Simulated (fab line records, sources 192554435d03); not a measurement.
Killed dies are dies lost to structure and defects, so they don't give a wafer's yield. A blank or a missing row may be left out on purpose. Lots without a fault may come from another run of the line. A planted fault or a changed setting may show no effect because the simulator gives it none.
Split-lot experiment | flow n5_finfet | 7 lots, 21 wafers read, on a route of 1938 steps

THE SPLIT
At N5_BEOL_M11_TRENCH_ETCH_37 (etches SiCOH lowk in C4F6/O2, target depth 148.83 nm, time 48 s), the setting time_s was moved away from the recipe's 48 s on 3 of the 21 wafers read, by -17.8% to +13.0%. The other wafers ran this setting at the recipe's value.

FROM THE SPLIT TO THE READING: what the file shows between them, 12 steps
- N5_BEOL_M11_ETCH_41: etches SiCN in CH3F/O2, target depth 42.6 nm, time 86 s
- N5_BEOL_M11_STRIP_77: strips in N2/H2, time 10 s
- N5_BEOL_M11_OCD_MEAS_38
- N5_BEOL_M11_DEGAS_44: time 60 s (also split here: temp_c)
- N5_BEOL_M11_PRE_CLEAN_45: time 30 s
- N5_BEOL_M11_ALD_74: deposits TaN, target thk 2 nm, pulse time 2 s, purge time 3 s
- N5_BEOL_M11_ECD_50: material Cu, target thk 318 nm
- N5_BEOL_M11_ANNEAL_51: time 90 s
- N5_BEOL_M11_CMP_52: polishes, stops on SiCOH lowk, t overpolish 7 s, target thk 140 nm
- N5_BEOL_M11_THK_MEAS_53: measures by xrf
- N5_BEOL_M11_PRE_CLEAN_55: time 15 s
- N5_BEOL_M11_DEP_56: deposits SiCN from 3MS/NH3, target thk 30 nm, time 10.5 s

THE READING
M11_RS, in ohm/sq, at N5_BEOL_M11_RS_MEAS_57 (measures by four-point-probe). Fault-free wafers of this fab line usually give 0.153 ohm/sq, standard deviation 0.0046 ohm/sq.

wafer  | tool, chamber at the split | time_s as run, s | against the recipe | M11_RS, ohm/sq | against lot-mates on the recipe
L075.2 | rie_diel-03, 1             | 48               | recipe             | 0.155          | -
L075.3 | rie_diel-03, 3             | 48               | recipe             | 0.152          | -
L075.5 | rie_diel-03, 0             | 39.44            | -17.8%             | 0.195          | +0.042
L074.3 | rie_diel-01, 0             | 48               | recipe             | 0.144          | -
L074.4 | rie_diel-01, 3             | 48               | recipe             | 0.154          | -
L074.6 | rie_diel-01, 3             | 48               | recipe             | 0.155          | -
L086.2 | rie_diel-03, 2             | 48               | recipe             | 0.155          | -
L086.5 | rie_diel-03, 0             | 54.25            | +13.0%             | 0.132          | -0.023
L086.6 | rie_diel-03, 1             | 54.25            | +13.0%             | 0.133          | -0.022
L088.1 | rie_diel-03, 3             | 48               | recipe             | 0.152          | -
L088.3 | rie_diel-03, 0             | 48               | recipe             | 0.152          | -
L088.5 | rie_diel-03, 0             | 48               | recipe             | 0.154          | -
L089.1 | rie_diel-03, 1             | 48               | recipe             | 0.153          | -
L089.3 | rie_diel-03, 0             | 48               | recipe             | 0.150          | -
L089.4 | rie_diel-03, 2             | 48               | recipe             | 0.155          | -
L092.1 | rie_diel-03, 1             | 48               | recipe             | 0.156          | -
L092.4 | rie_diel-03, 1             | 48               | recipe             | 0.154          | -
L092.6 | rie_diel-03, 0             | 48               | recipe             | 0.154          | -
L097.1 | rie_diel-04, 3             | 48               | recipe             | 0.147          | -
L097.3 | rie_diel-04, 2             | 48               | recipe             | 0.154          | -
L097.4 | rie_diel-04, 3             | 48               | recipe             | 0.144          | -

THE FIT
A straight line over all 21 wafers: M11_RS changes by -0.00195 ohm/sq for each +1% of time_s; r = -0.94; the points scatter about the line by 0.0042 ohm/sq.
The same after taking each lot's own level away (the mean of its wafers on the recipe; 21 wafers): -0.00203 ohm/sq for each +1%; r = -0.96; scatter 0.0032 ohm/sq.
On that fit, the largest move of time_s shifts the reading by 0.036 ohm/sq.
The lots' own levels span 0.1483 to 0.1550 ohm/sq, that is 1.4 times the standard deviation above.
So the lot-to-lot level changes the slope little: the two slopes agree.
Check: with one of the wafers moved furthest among these (-17.8%) left out of the fit, the line predicts +0.0308 ohm/sq for it against its lot-mates. It came out at +0.0415 ohm/sq against them.

OTHER SPLITS ON THESE WAFERS
These wafers also went through other splits before the reading. Each is held against what the fit with the lots' levels taken away leaves over:
other split on the same wafers | wafers away from the commonest value | r with M11_RS (lot level and that fit taken away)
N5_BEOL_M10_COAT_64 spin_rpm   | 13                                   | +0.02
N5_BEOL_M11_DEGAS_44 temp_c    | 5                                    | -0.26

THE WHOLE CHAIN: every reading that the file lists as answering this split, in the file's order
step                       | what it does                                                       | reading                                                                       | change (the file's fit)              | r (the file's)
N5_BEOL_M11_TRENCH_ETCH_37 | etches SiCOH lowk in C4F6/O2, target depth 148.83 nm, time 48 s    | etch.depth_nm (the simulator's own value, which no gauge read)                | +1.48 nm for each +1% of the setting | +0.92
N5_BEOL_M11_TRENCH_ETCH_37 | etches SiCOH lowk in C4F6/O2, target depth 148.83 nm, time 48 s    | BEOL_M11.feature_depth_nm (the simulator's own value, which no gauge read)    | +1.48 nm for each +1% of the setting | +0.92
N5_BEOL_M11_OCD_MEAS_38    |                                                                    | trench_depth_nm                                                               | +1.48 nm for each +1% of the setting | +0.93
N5_BEOL_M11_CMP_52         | polishes, stops on SiCOH lowk, t overpolish 7 s, target thk 140 nm | Cu_of_BEOL_M11_ECD_50.thk_nm (the simulator's own value, which no gauge read) | +1.54 nm for each +1% of the setting | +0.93
N5_BEOL_M11_THK_MEAS_53    | measures by xrf                                                    | M11_THK                                                                       | +1.51 for each +1% of the setting    | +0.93
N5_BEOL_M11_RS_MEAS_57     | measures by four-point-probe                                       | M11_RS                                                                        | -0.00211 for each +1% of the setting | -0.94

THE FILE'S OWN FIT
M11_RS changes by -0.00211 ohm/sq for each +1% of time_s, r = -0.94.
